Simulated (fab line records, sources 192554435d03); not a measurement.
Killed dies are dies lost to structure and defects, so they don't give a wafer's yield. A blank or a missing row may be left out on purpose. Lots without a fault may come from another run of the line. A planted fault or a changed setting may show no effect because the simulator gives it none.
Chamber matching | flow n5_finfet | N5_BEOL_M1_ETCHBACK_99 on rie_diel-06: 4 sister chambers
The step etches SiO2 in CHF3, target depth 5 nm, time 10.4 s. 14 wafers are shown with their chamber, then 7 later ones without.

WAFERS WITH THEIR CHAMBER
wafer  | chamber | drypump_motor_current_A (A) | showerhead_plenum_p_Torr (Torr) | throttle_valve_pct (%)
L074.1 | 1       | 5.4                         | 2.13                            | 17.12
L074.3 | 3       | 5.5                         | 2.16                            | 17.23
L074.5 | 3       | 5.4                         | 2.16                            | 17.23
L080.2 | 1       | 5.4                         | 2.13                            | 17.13
L080.3 | 0       | 6.4                         | 2.25                            | 16.74
L080.4 | 3       | 5.4                         | 2.16                            | 17.24
L095.2 | 3       | 5.4                         | 2.15                            | 17.30
L095.5 | 1       | 5.4                         | 2.12                            | 17.17
L095.6 | 0       | 6.4                         | 2.25                            | 16.78
L090.1 | 3       | 5.5                         | 2.15                            | 17.29
L090.3 | 1       | 5.4                         | 2.12                            | 17.18
L090.6 | 3       | 5.4                         | 2.15                            | 17.29
L091.1 | 2       | 6.5                         | 2.12                            | 16.79
L091.2 | 0       | 6.4                         | 2.25                            | 16.79

SIGNATURES (means of the wafers above)
reading                  | chamber 0 | chamber 1 | chamber 2 | chamber 3 | scatter within a chamber
drypump_motor_current_A  | 6.400     | 5.400     | 6.500     | 5.433     | 0.0365
showerhead_plenum_p_Torr | 2.2500    | 2.1250    | 2.1200    | 2.1550    | 0.005
throttle_valve_pct       | 16.7700   | 17.1500   | 16.7900   | 17.2633   | 0.0309
Rule: a wafer's distance from a chamber is the root of the sum, over the readings, of the square of ((its reading less the chamber's mean) divided by the reading's scatter). The wafer belongs to the nearest chamber; if the next one is less than 2 further off, it can't be placed. The scatter: the root of (the sum of the squares of (reading less its chamber's mean) over the shown wafers, divided by (wafers less chambers)).

WAFERS WITHOUT THEIR CHAMBER
wafer  | drypump_motor_current_A (A) | showerhead_plenum_p_Torr (Torr) | throttle_valve_pct (%)
L091.3 | 5.4                         | 2.12                            | 17.18
L087.1 | 6.4                         | 2.25                            | 16.78
L087.2 | 5.5                         | 2.15                            | 17.27
L087.3 | 5.4                         | 2.12                            | 17.17
L093.2 | 6.4                         | 2.25                            | 16.81
L093.3 | 5.5                         | 2.15                            | 17.30
L093.6 | 5.4                         | 2.12                            | 17.18

WHICH CHAMBER EACH WENT THROUGH
wafer  | from the rows above | in truth
L091.3 | 1                   | 1
L087.1 | 0                   | 0
L087.2 | 3                   | 3
L087.3 | 1                   | 1
L093.2 | 0                   | 0
L093.3 | 3                   | 3
L093.6 | 1                   | 1
Placed correctly: 7 of 7. Can't be placed from these rows: 0. Placed wrongly: 0.
